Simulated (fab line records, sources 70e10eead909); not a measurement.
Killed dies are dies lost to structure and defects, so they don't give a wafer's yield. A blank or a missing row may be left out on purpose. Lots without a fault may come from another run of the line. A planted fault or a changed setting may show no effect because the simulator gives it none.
fab line records | flow nand_harc
record lots=7 wafers=21 last_day=33
route steps=1302 shown A_STAIRCASE@692 END@1302
lots that met no fault: from a run of the same line without faults
start_h: hours from the record's first day to the start of the lot's first wafer shown | wait_h: hours since the lot's step before | " the same as in the row above | L1.1+2: a row that stands for several wafers | - no value, or no start given | * or withheld: withheld | < > ~ a bound
route shown NAME@n: a module of which the file shows steps, and the number in the route of the first | usual: mean/standard deviation of fault-free wafers | same: alike in all rows | chamber/n: place in a boat | sites: the reading at each site | _std_site: their standard deviation | _edge_site: outer sites' mean less inner sites' | radius_mm: how far each site lies from the wafer's centre | mask NAME#n: copy n | behind: the tool/chamber that last shaped the wafer | hold: why the lot was held/for how many hours/how that ended | device: the transistor (n, p or np) that didn't switch | end of line: the same wafers' tests at the end of the route | a step without rows: its recipe alone | killed: dies lost to structure and defects at the first sort, not the wafer's yield | map: a wafer's dies, x killed, . not, _ none there
set.NAME: the setting as run; set.NAME@STEP: as run at that earlier step | model.NAME: the simulator's own value behind a step, which no gauge read
lots at some steps of the route; a table a step, a row a wafer
services: from which hour (start_h, from the record's first day; less than 0 if before it) a tool's chamber was out of use, for how many hours, and why
## steps
# step NHARC_A_STAIRCASE_COAT_178
# recipe spin_rpm=1200
# step NHARC_A_STAIRCASE_SOFTBAKE_179
# recipe temp_c=135 time_s=170
# step NHARC_A_STAIRCASE_EBR_180
# step NHARC_A_STAIRCASE_EXPOSE_181
# recipe na=0.5 dose_mj=27.87 mask_id=STAIR_2
# step NHARC_A_STAIRCASE_PEB_182
# recipe peb_temp_c=115 peb_time_s=130
# step NHARC_A_STAIRCASE_DEVELOP_183
# recipe time_s=140
# step NHARC_A_STAIRCASE_HARDBAKE_185
# recipe temp_c=120 time_s=140
# step NHARC_A_STAIRCASE_DESCUM_186
# recipe time_s=3 o2_flow_sccm=200 ar_flow_sccm=0 bias_power_w=0 chemistry=O2
# usual drypump_motor_current_A=5.8/0.61 oes_product_au=1.003/0.013 rf_vpp_V=57.9/0.91 showerhead_plenum_p_Torr=1.93/0.077 throttle_valve_pct=11.310/0.009
# columns lot.wafer tool chamber start_h wait_h drypump_motor_current_A oes_product_au rf_hours_counter_h rf_vpp_V showerhead_plenum_p_Torr throttle_valve_pct
L327.2 rie_diel-02 3 437.58 - 6.7 1.023 6 56.7 1.90 11.309
L327.3 " 1 " " 6.6 0.989 8 56.0 1.80 11.306
L327.6 " 0 " " 6.6 1.011 - 59.0 2.05 11.317
L326.3 rie_diel-13 0 446.29 - 5.3 0.999 30 58.5 1.90 11.315
L326.2 " 1 " " 6.5 0.999 30 58.0 2.05 11.314
L326.6 " 0 " " 5.3 1.002 - 59.6 1.90 11.312
L328.4 rie_diel-02 2 453.02 - 6.0 0.989 5 58.8 2.02 11.313
L328.1 " 3 " " 6.7 1.025 13 58.1 1.90 11.303
L328.5 " 1 " " 6.6 0.986 - 56.3 1.79 11.304
L335.4 rie_diel-04 3 530.00 - 5.6 1.019 56 58.4 1.98 11.310
L335.1 " 0 " " 5.9 1.030 63 57.0 1.95 11.320
L335.5 " 1 " " 5.9 1.004 - 56.8 1.96 11.300
L337.3 rie_diel-13 2 530.04 - 4.9 1.008 0 57.7 1.81 11.303
L337.5 " 3 " " 6.0 0.979 - 58.1 1.89 11.318
L337.6 " 0 " " 5.3 1.008 - 56.3 1.90 11.302
L339.1 rie_diel-04 3 560.64 - 5.6 0.989 9 58.8 1.97 11.297
L339.4 " 0 " " 5.9 1.031 8 58.1 1.95 11.300
L339.6 " 2 " " 5.0 1.012 - 57.6 1.91 11.310
L340.1 rie_diel-13 1 579.40 - 6.5 1.009 16 57.6 2.03 11.301
L340.2 " 2 " " 4.9 0.996 17 58.3 1.80 11.311
L340.6 " 3 " " 6.0 0.980 - 59.4 1.89 11.299
# step NHARC_A_STAIRCASE_TRIM_187
# recipe time_s=211.2 o2_flow_sccm=500 ar_flow_sccm=0 bias_w=0 chemistry=O2
# usual drypump_motor_current_A=5.8/0.6 oes_product_au=1.004/0.012 rf_vpp_V=57.9/0.79 showerhead_plenum_p_Torr=3.56/0.13 throttle_valve_pct=17.037/0.0094
# columns lot.wafer tool chamber start_h wait_h drypump_motor_current_A oes_product_au rf_hours_counter_h rf_vpp_V showerhead_plenum_p_Torr throttle_valve_pct
L327.3 rie_diel-02 1 437.69 0.1 6.6 0.989 9 57.4 3.33 17.042
L327.2 " 2 " " 6.1 0.990 1 57.8 3.72 17.038
L327.6 " 0 " " 6.7 0.992 - 58.6 3.77 17.033
L326.3 rie_diel-13 3 446.43 0.1 6.0 0.977 29 58.9 3.51 17.049
L326.2 " 0 " " 5.3 0.990 30 57.4 3.51 17.045
L326.6 " 2 " " 4.9 1.010 - 57.0 3.36 17.044
L328.1 rie_diel-02 2 453.11 0.1 6.0 0.991 5 59.0 3.71 17.044
L328.4 " 3 " " 6.7 1.020 13 56.8 3.51 17.026
L328.5 " 2 " " 6.0 1.003 - 59.1 3.71 17.048
L335.1 rie_diel-04 2 530.07 0.1 5.0 1.008 44 58.1 3.54 17.030
L335.4 " 0 " " 5.9 1.028 63 58.3 3.59 17.035
L335.5 " 2 " " 5.0 1.006 - 57.0 3.54 17.031
L337.3 rie_diel-13 0 530.11 0.1 5.3 1.014 0 57.5 3.50 17.031
L337.5 " 3 " " 6.0 0.988 - 58.4 3.49 17.033
L337.6 " 0 " " 5.4 1.019 - 57.8 3.50 17.035
L339.4 rie_diel-04 0 560.71 0.1 5.9 1.034 8 57.1 3.59 17.042
L339.1 " 2 " " 5.0 1.022 9 56.9 3.53 17.036
L339.6 " 0 " " 5.9 1.031 - 58.1 3.59 17.028
L340.2 rie_diel-13 0 579.52 0.1 5.3 1.006 18 58.9 3.49 17.021
L340.1 " 1 " " 6.5 1.020 16 58.1 3.74 17.041
L340.6 " 1 " " 6.5 1.010 - 58.9 3.74 17.044
# step NHARC_A_STAIRCASE_ETCH_188
# recipe target_depth_a=1000 time_s=40.5 ion_energy_ev=400 c4f8_flow_sccm=20 o2_flow_sccm=10 ar_flow_sccm=withheld rf_w=600 bias_w=1000 chemistry=C4F8/O2
# usual bias_w=1000/3.2 chamber_pressure_mTorr=25.000/0.023 oes_product_au=0.946/0.017 rf_vpp_V=897/5
# columns lot.wafer tool chamber start_h wait_h bias_w chamber_pressure_mTorr oes_product_au rf_hours_counter_h rf_vpp_V
L327.3 rie_diel-02 0 - - 999 24.958 0.947 9 905
L327.2 " 1 " " 997 25.012 0.951 9 888
L327.6 " 3 " " 996 25.017 0.952 - 895
L326.3 rie_diel-13 0 - - 1004 25.005 0.933 30 895
L326.2 " 2 " " 996 25.009 0.956 27 889
L326.6 " 0 " " 1003 24.998 0.928 - 897
L328.1 rie_diel-02 1 - - 1000 24.965 0.936 16 889
L328.4 " 2 " " 998 25.013 0.934 5 903
L328.5 " 1 " " 999 25.013 0.930 - 888
L335.1 rie_diel-04 2 - - 997 25.006 0.958 44 895
L335.4 " 3 " " 1000 25.003 0.958 56 899
L335.5 " 0 " " 997 25.013 0.986 - 898
L337.3 rie_diel-13 0 - - 999 25.035 0.945 1 894
L337.6 " 1 " " 1000 25.055 0.960 - 903
L337.5 " 2 " " 1003 25.028 0.961 - 890
L339.1 rie_diel-04 3 - - 1000 24.978 0.970 9 899
L339.4 " 1 " " 999 24.957 0.974 8 899
L339.6 " 3 " " 1003 24.994 0.963 - 899
L340.2 rie_diel-13 2 - - 1001 25.022 0.940 18 890
L340.1 " 3 " " 999 24.983 0.916 20 894
L340.6 " 0 " " 997 24.973 0.937 - 895
# step NHARC_A_STAIRCASE_TRIM_189
# recipe time_s=211.2 o2_flow_sccm=500 ar_flow_sccm=0 bias_w=0 chemistry=O2
# usual drypump_motor_current_A=5.8/0.62 oes_product_au=1.004/0.013 rf_vpp_V=57.9/0.85 showerhead_plenum_p_Torr=3.56/0.14 throttle_valve_pct=17.037/0.008
# columns lot.wafer tool chamber start_h wait_h drypump_motor_current_A oes_product_au rf_hours_counter_h rf_vpp_V showerhead_plenum_p_Torr throttle_valve_pct
L327.3 rie_diel-02 3 - - 6.7 1.010 6 59.6 3.51 17.049
L327.2 " 0 " " 6.7 1.012 9 57.3 3.77 17.045
L327.6 " 3 " " 6.7 1.023 - 57.0 3.51 17.053
L326.2 rie_diel-13 0 - - 5.3 0.998 30 58.4 3.51 17.046
L326.3 " 2 " " 4.9 1.023 27 57.0 3.36 17.043
L326.6 " 1 " " 6.5 0.995 - 59.9 3.76 17.026
L328.4 rie_diel-02 2 - - 6.0 0.995 5 58.3 3.71 17.038
L328.1 " 1 " " 6.6 0.984 16 57.5 3.32 17.040
L328.5 " 3 " " 6.7 1.006 - 59.5 3.51 17.028
L335.1 rie_diel-04 1 - - 5.8 0.996 66 58.2 3.62 17.046
L335.4 " 2 " " 5.0 1.000 44 57.0 3.53 17.038
L335.5 " 0 " " 5.9 1.019 - 57.0 3.59 17.042
L337.3 rie_diel-13 3 - - 6.0 0.985 1 56.5 3.49 17.042
L337.5 " 2 " " 4.9 1.015 - 58.0 3.35 17.035
L337.6 " 3 " " 6.1 0.988 - 57.7 3.49 17.024
L339.1 rie_diel-04 1 - - 5.9 1.030 8 57.7 3.61 17.034
L339.4 " 0 " " 5.9 1.039 8 56.1 3.59 17.028
L339.6 " 1 " " 5.9 1.023 - 57.4 3.61 17.032
L340.1 rie_diel-13 2 - - 4.9 1.006 18 55.7 3.34 17.034
L340.2 " 3 " " 6.0 0.980 20 56.8 3.48 17.030
L340.6 " 1 " " 6.5 1.005 - 58.5 3.74 17.035
# step NHARC_A_STAIRCASE_ETCH_190
# recipe target_depth_a=1000 time_s=40.5 ion_energy_ev=400 c4f8_flow_sccm=20 o2_flow_sccm=10 ar_flow_sccm=withheld rf_w=600 bias_w=1000 chemistry=C4F8/O2
# usual bias_w=1000.2/2.8 chamber_pressure_mTorr=25.000/0.024 oes_product_au=0.945/0.014 rf_vpp_V=897/4.9
# columns lot.wafer tool chamber start_h wait_h bias_w chamber_pressure_mTorr oes_product_au rf_hours_counter_h rf_vpp_V
L327.3 rie_diel-02 3 438.05 - - - - - -
L327.2 " 1 " " - - - - -
L327.6 " 3 " " - - - - -
L326.2 rie_diel-13 2 446.79 - - - - - -
L326.3 " 3 " " - - - - -
L326.6 " 1 " " - - - - -
L328.4 rie_diel-02 1 453.48 - - - - - -
L328.1 " 2 " " - - - - -
L328.5 " 2 " " - - - - -
L335.4 rie_diel-04 2 530.45 - 998.2 25.007 0.944 44 898
L335.1 " 1 " " 1003.8 25.027 0.950 66 900
L335.5 " 2 " " 998.9 24.965 0.947 - 897
L337.3 rie_diel-13 3 530.48 - 999.2 24.998 0.916 1 894
L337.6 " 3 " " 1000.0 25.045 0.915 - 896
L337.5 " 0 " " 1000.4 25.004 0.948 - 895
L339.4 rie_diel-04 1 561.09 - 1000.2 24.950 0.964 9 896
L339.1 " 2 " " 1001.3 24.998 0.962 9 896
L339.6 " 0 " " 1001.1 24.985 0.992 - 899
L340.2 rie_diel-13 0 579.94 - 1004.2 25.047 0.929 18 895
L340.1 " 1 " " 1002.4 24.969 0.943 16 905
L340.6 " 1 " " 1001.6 25.003 0.943 - 902
# step NHARC_A_STAIRCASE_TRIM_191
# recipe time_s=211.2 o2_flow_sccm=500 ar_flow_sccm=0 bias_w=0 chemistry=O2
# usual drypump_motor_current_A=5.8/0.6 oes_product_au=1.002/0.012 rf_vpp_V=57.8/0.88 showerhead_plenum_p_Torr=3.55/0.14 throttle_valve_pct=17.037/0.0082
# columns lot.wafer tool chamber start_h wait_h drypump_motor_current_A oes_product_au rf_hours_counter_h rf_vpp_V showerhead_plenum_p_Torr throttle_valve_pct
L327.3 rie_diel-02 1 - - 6.6 0.995 9 58.2 3.33 17.036
L327.2 " 0 " " 6.7 1.001 9 58.9 3.77 17.042
L327.6 " 1 " " 6.6 0.995 - 56.9 3.33 17.042
L326.3 rie_diel-13 1 - - 6.6 0.989 30 59.1 3.76 17.013
L326.2 " 3 " " 6.0 0.988 29 58.4 3.51 17.037
L326.6 " 0 " " 5.3 0.996 - 57.5 3.51 17.034
L328.1 rie_diel-02 3 - - 6.7 1.011 13 57.4 3.51 17.033
L328.4 " 0 " " 6.7 1.001 16 58.6 3.76 17.051
L328.5 " 3 " " 6.7 1.004 - 58.4 3.51 17.045
L335.1 rie_diel-04 2 - - 5.0 1.005 44 58.6 3.54 17.040
L335.4 " 3 " " 5.6 1.005 56 58.3 3.64 17.034
L335.5 " 0 " " 5.9 1.013 - 57.0 3.59 17.043
L337.3 rie_diel-13 2 - - 4.9 1.008 1 56.1 3.35 17.029
L337.5 " 2 " " 4.9 1.013 - 56.7 3.35 17.050
L337.6 " 3 " " 6.0 0.987 - 57.0 3.49 17.040
L339.1 rie_diel-04 3 - - 5.6 0.993 9 57.5 3.63 17.039
L339.4 " 1 " " 5.9 1.031 9 57.8 3.61 17.031
L339.6 " 0 " " 5.9 1.029 - 58.5 3.59 17.040
L340.1 rie_diel-13 1 - - 6.5 1.005 16 57.5 3.74 17.039
L340.2 " 3 " " 6.0 0.980 20 58.1 3.48 17.031
L340.6 " 0 " " 5.2 1.004 - 57.3 3.49 17.041
# step NHARC_END_SORT_01
# recipe temp_c=25
# usual killed_at_array=59/20 killed_at_other=0.8/1.1 killed_at_periphery=5/3.1 killed_dies=64/21 killed_open=3.4/1.9 killed_short=2.3/1.7
# same gross_dies=677
# columns lot.wafer tool chamber start_h wait_h killed_at_array killed_at_other killed_at_periphery killed_dies killed_open killed_short
L327.2 prober-02 0 635.31 2.8 675 0 2 677 1 3
L327.3 prober-02 0 636.12 3.1 673 0 4 677 2 0
L327.6 prober-02 0 638.55 4.0 674 0 3 677 2 0
L328.1 prober-02 0 645.56 2.5 672 1 4 677 5 0
L328.4 prober-02 0 647.96 3.4 672 0 5 677 2 5
L328.5 prober-02 0 648.76 3.7 677 0 0 677 3 2
L326.2 prober-01 0 646.37 2.8 674 1 2 677 3 4
L326.3 prober-01 0 647.16 3.1 673 0 4 677 2 0
L326.6 prober-01 0 649.55 4.0 674 0 3 677 6 3
# killed by level:class
L327.2 A_STAIRCASE:area_etch=611 A_CHANNEL_HOLE_D1:chamber_film_flake=30 A_CHANNEL_HOLE_D2:chamber_film_flake=14 A_CONTACT:chamber_film_flake=10 A_WL_FILL:chamber_film_flake=3 A_DECK1_JOINT:chamber_film_flake=2 P_CONTACT:geometric_particle:short=1 A_ONON_D2:geometric_particle:short=1
L327.3 A_STAIRCASE:area_etch=617 A_CHANNEL_HOLE_D1:chamber_film_flake=31 A_CHANNEL_HOLE_D2:chamber_film_flake=13 A_CONTACT:chamber_film_flake=5 A_SLIT:chamber_film_flake=3 P_GATE:chamber_film_flake=2 A_WL_FILL:chamber_film_flake=2 P_CONTACT:geometric_particle:open=1
L327.6 A_STAIRCASE:area_etch=616 A_CHANNEL_HOLE_D1:chamber_film_flake=33 A_CHANNEL_HOLE_D2:chamber_film_flake=13 A_CONTACT:chamber_film_flake=6 A_BONDPAD:chamber_film_flake=3 P_M2:geometric_particle:open=1 A_SOURCE_PLATE:geometric_particle:open=1 P_ZERO_WELL:chamber_film_flake=1
L328.1 A_STAIRCASE:area_etch=633 A_SLIT:chamber_film_flake=23 A_CHANNEL_HOLE_D2:chamber_film_flake=7 A_ONON_D1:geometric_particle:open=2 P_STI:chamber_film_flake=2 A_CHANNEL_HOLE_D1:chamber_film_flake=2 P_CONTACT:geometric_particle:open=1 A_CHANNEL_FILL_D1:geometric_particle:open=1
L326.2 A_STAIRCASE:area_etch=626 A_CHANNEL_HOLE_D2:chamber_film_flake=36 A_CHANNEL_FILL_D1:geometric_particle:short=2 A_CHANNEL_FILL_D2:geometric_particle:short=2 A_CHANNEL_HOLE_D1:chamber_film_flake=2 A_STAIRCASE:chamber_film_flake=2 P_M1:geometric_particle:open=1 A_CHANNEL_HOLE_D2:geometric_particle:open=1
L326.3 A_STAIRCASE:area_etch=632 A_CHANNEL_HOLE_D2:chamber_film_flake=32 P_GATE:chamber_film_flake=3 A_CHANNEL_HOLE_D1:chamber_film_flake=2 A_SLIT:chamber_film_flake=2 A_BONDPAD:chamber_film_flake=2 P_M0:geometric_particle:open=1 A_CHANNEL_FILL_D1:geometric_particle:open=1
L328.4 A_STAIRCASE:area_etch=602 A_SLIT:chamber_film_flake=29 A_CHANNEL_HOLE_D2:chamber_film_flake=17 A_M1:chamber_film_flake=7 A_ZERO_WELL:chamber_film_flake=4 A_CONTACT:chamber_film_flake=4 P_ZERO_WELL:chamber_film_flake=3 A_CHANNEL_HOLE_D1:chamber_film_flake=3
L328.5 A_STAIRCASE:area_etch=631 A_SLIT:chamber_film_flake=20 A_CHANNEL_HOLE_D2:chamber_film_flake=6 A_CONTACT:chamber_film_flake=5 A_CHANNEL_HOLE_D1:chamber_film_flake=4 A_ONON_D1:geometric_particle:open=2 A_M1:chamber_film_flake=2 A_ONON_D1:geometric_particle:short=1
L326.6 A_STAIRCASE:area_etch=631 A_CHANNEL_HOLE_D2:chamber_film_flake=31 A_CHANNEL_FILL_D1:geometric_particle:open=2 A_DECK1_JOINT:geometric_particle:short=2 P_GATE:chamber_film_flake=2 P_M0:geometric_particle:open=1 A_CHANNEL_FILL_D1:geometric_particle:short=1 A_DECK1_JOINT:geometric_particle:open=1
# map L326.2 (x killed, . not)
____________x____________
_________xxxxxxx_________
_______xxxxxxxxxxx_______
______xxxxxxxxxxxxx______
_____xxxxxxxxxxxxxxx_____
____xxxxxxxxxxxxxxxxx____
____xxxxxxxxxxxxxxxxx____
___xxxxxxxxxxxxxxxxxxx___
___xxxxxxxxxxxxxxxxxxx___
__xxxxxxxxxxxxxxxxxxxxx__
__xxxxxxxxxxxxxxxxxxxxx__
_xxxxxxxxxxxxxxxxxxxxxxx_
_xxxxxxxxxxxxxxxxxxxxxxx_
_xxxxxxxxxxxxxxxxxxxxxxx_
_xxxxxxxxxxxxxxxxxxxxxxx_
_xxxxxxxxxxxxxxxxxxxxxxx_
xxxxxxxxxxxxxxxxxxxxxxxxx
xxxxxxxxxxxxxxxxxxxxxxxxx
xxxxxxxxxxxxxxxxxxxxxxxxx
xxxxxxxxxxxxxxxxxxxxxxxxx
xxxxxxxxxxxxxxxxxxxxxxxxx
_xxxxxxxxxxxxxxxxxxxxxxx_
_xxxxxxxxxxxxxxxxxxxxxxx_
_xxxxxxxxxxxxxxxxxxxxxxx_
_xxxxxxxxxxxxxxxxxxxxxxx_
_xxxxxxxxxxxxxxxxxxxxxxx_
__xxxxxxxxxxxxxxxxxxxxx__
__xxxxxxxxxxxxxxxxxxxxx__
___xxxxxxxxxxxxxxxxxxx___
___xxxxxxxxxxxxxxxxxxx___
____xxxxxxxxxxxxxxxxx____
____xxxxxxxxxxxxxxxxx____
_____xxxxxxxxxxxxxxx_____
______xxxxxxxxxxxxx______
_______xxxxxxxxxxx_______
_________xxxxxxx_________
____________x____________
# map L327.2 (x killed, . not)
____________x____________
_________xxxxxxx_________
_______xxxxxxxxxxx_______
______xxxxxxxxxxxxx______
_____xxxxxxxxxxxxxxx_____
____xxxxxxxxxxxxxxxxx____
____xxxxxxxxxxxxxxxxx____
___xxxxxxxxxxxxxxxxxxx___
___xxxxxxxxxxxxxxxxxxx___
__xxxxxxxxxxxxxxxxxxxxx__
__xxxxxxxxxxxxxxxxxxxxx__
_xxxxxxxxxxxxxxxxxxxxxxx_
_xxxxxxxxxxxxxxxxxxxxxxx_
_xxxxxxxxxxxxxxxxxxxxxxx_
_xxxxxxxxxxxxxxxxxxxxxxx_
_xxxxxxxxxxxxxxxxxxxxxxx_
xxxxxxxxxxxxxxxxxxxxxxxxx
xxxxxxxxxxxxxxxxxxxxxxxxx
xxxxxxxxxxxxxxxxxxxxxxxxx
xxxxxxxxxxxxxxxxxxxxxxxxx
xxxxxxxxxxxxxxxxxxxxxxxxx
_xxxxxxxxxxxxxxxxxxxxxxx_
_xxxxxxxxxxxxxxxxxxxxxxx_
_xxxxxxxxxxxxxxxxxxxxxxx_
_xxxxxxxxxxxxxxxxxxxxxxx_
_xxxxxxxxxxxxxxxxxxxxxxx_
__xxxxxxxxxxxxxxxxxxxxx__
__xxxxxxxxxxxxxxxxxxxxx__
___xxxxxxxxxxxxxxxxxxx___
___xxxxxxxxxxxxxxxxxxx___
____xxxxxxxxxxxxxxxxx____
____xxxxxxxxxxxxxxxxx____
_____xxxxxxxxxxxxxxx_____
______xxxxxxxxxxxxx______
_______xxxxxxxxxxx_______
_________xxxxxxx_________
____________x____________
## services
# columns tool chamber start_h hours kind
rie_diel-13 2 418.27 18.2 repair
rie_diel-13 0 427.28 - clean
rie_diel-13 1 427.28 - clean
rie_diel-13 3 427.28 - clean
rie_diel-04 2 440.61 33.2 repair
rie_diel-13 0 452.36 - clean
rie_diel-13 1 452.36 - clean
rie_diel-13 2 452.36 - clean
rie_diel-13 3 452.36 - clean
rie_diel-13 0 476.91 - clean
rie_diel-13 1 476.91 - clean
rie_diel-13 2 476.91 - clean
rie_diel-13 3 476.91 - clean
rie_diel-13 0 501.41 - clean
rie_diel-13 1 501.41 - clean
rie_diel-13 2 501.41 - clean
rie_diel-13 3 501.41 - clean
rie_diel-13 - 519.17 9.0 pm
rie_diel-13 0 519.17 9.0 vent_cycle
rie_diel-13 1 519.17 9.0 vent_cycle
rie_diel-13 2 519.17 9.0 vent_cycle
rie_diel-04 - 532.03 9.0 pm
rie_diel-13 2 547.64 2.1 repair
rie_diel-02 - 573.48 9.0 pm
## key
first_sign step=NHARC_A_STAIRCASE_ETCH_190 reading=tool_record direction=missing
effect step=NHARC_END_SORT_01 reading=killed_at_array direction=up sigmas=31 usual=59 struck=674
more_kills_born_at NHARC_A_STAIRCASE_ETCH_190@rie_diel-02=3710 NHARC_A_STAIRCASE_ETCH_190@rie_diel-13=1889
met_at NHARC_A_STAIRCASE_ETCH_190
struck_wafers L326.2,L326.3,L326.6,L327.2,L327.3,L327.6,L328.1,L328.4,L328.5
later_rows_left_out L326.2,L326.3,L326.6,L327.2,L327.3,L327.6,L328.1,L328.4,L328.5
tester_left_out L326,L327,L328
fault kind=skipped_step_whole tool=rie_diel-02,rie_diel-13 chamber=- onset_h=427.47 steps=NHARC_A_STAIRCASE_ETCH_190 scope=struck_lots_only
# tester_left_out: of these lots the tester's yield and bins aren't shown, on N5 and GAA mostly nor the transistor test; their killed dies are dies lost to structure and defects alone, not to doping, threshold or leakage, so they don't give the yield
# later_rows_left_out: the simulator's readings of these wafers behind a module that went badly wrong aren't trusted and aren't shown, but for the sort
